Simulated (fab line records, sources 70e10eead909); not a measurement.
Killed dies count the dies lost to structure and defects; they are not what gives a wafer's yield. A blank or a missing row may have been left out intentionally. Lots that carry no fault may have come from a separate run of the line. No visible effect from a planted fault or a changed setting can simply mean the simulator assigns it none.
A single fault, viewed from 2 desks ; flow nand harc ; each desk holds nothing but its own numbers, with what lay behind them at the end

FOR THE TOOL OWNER'S DESK: pvd sputter-01
The tool's own readings at NHARC_P_M2_PVD_21 (deposits Cu, target thk 30 nm, time 20.49 s): means of the sampled wafers that have a number, for each lot that ran on this tool. A lot is out of limits, marked OUT, if its mean lies more than 4 standard deviations from the usual mean; the brackets give that distance.
Columns: A = throttle valve pct at NHARC_P_M2_PVD_21, usual 30.4 %
lot;first seen here;A
L649;day 7 07:57;31.6
L658;day 9 19:02;29.9
L655;day 10 00:44;30.0
This desk's verdict: no lot among the 3 shows anything out of limits.

FROM THE METROLOGY DESK
Means of the sampled wafers that have a number, per lot and without regard to the tool the lot ran on: this is what the gauges read. A lot is out of limits, marked OUT, if its mean lies more than 4 standard deviations from the usual mean; the brackets give that distance.
Columns: A = cd nm at NHARC_THIN_TSV_CD_MEAS_16, usual 1000.1 nm
lot;first seen here;A
L645;day 18 16:19;1000.2
L646;day 18 17:23;999.6
L647;day 19 04:22;999.9
L649;day 19 05:26;998.4
L648;day 19 06:55;998.5
L650;day 19 23:35;1000.9
L652;day 20 13:30;1000.8
L664;day 23 09:51;996.2
L665;day 23 11:11;1001.8
L668;day 24 05:17;999.6
L667;day 24 08:53;999.9
This desk's verdict: no lot among the 11 shows anything out of limits.

BROUGHT TOGETHER
The desk of the tool owner found nothing out of limits.
The metrology desk saw nothing out of limits.

WHAT HAD BEEN PUT IN BY THE SIMULATOR
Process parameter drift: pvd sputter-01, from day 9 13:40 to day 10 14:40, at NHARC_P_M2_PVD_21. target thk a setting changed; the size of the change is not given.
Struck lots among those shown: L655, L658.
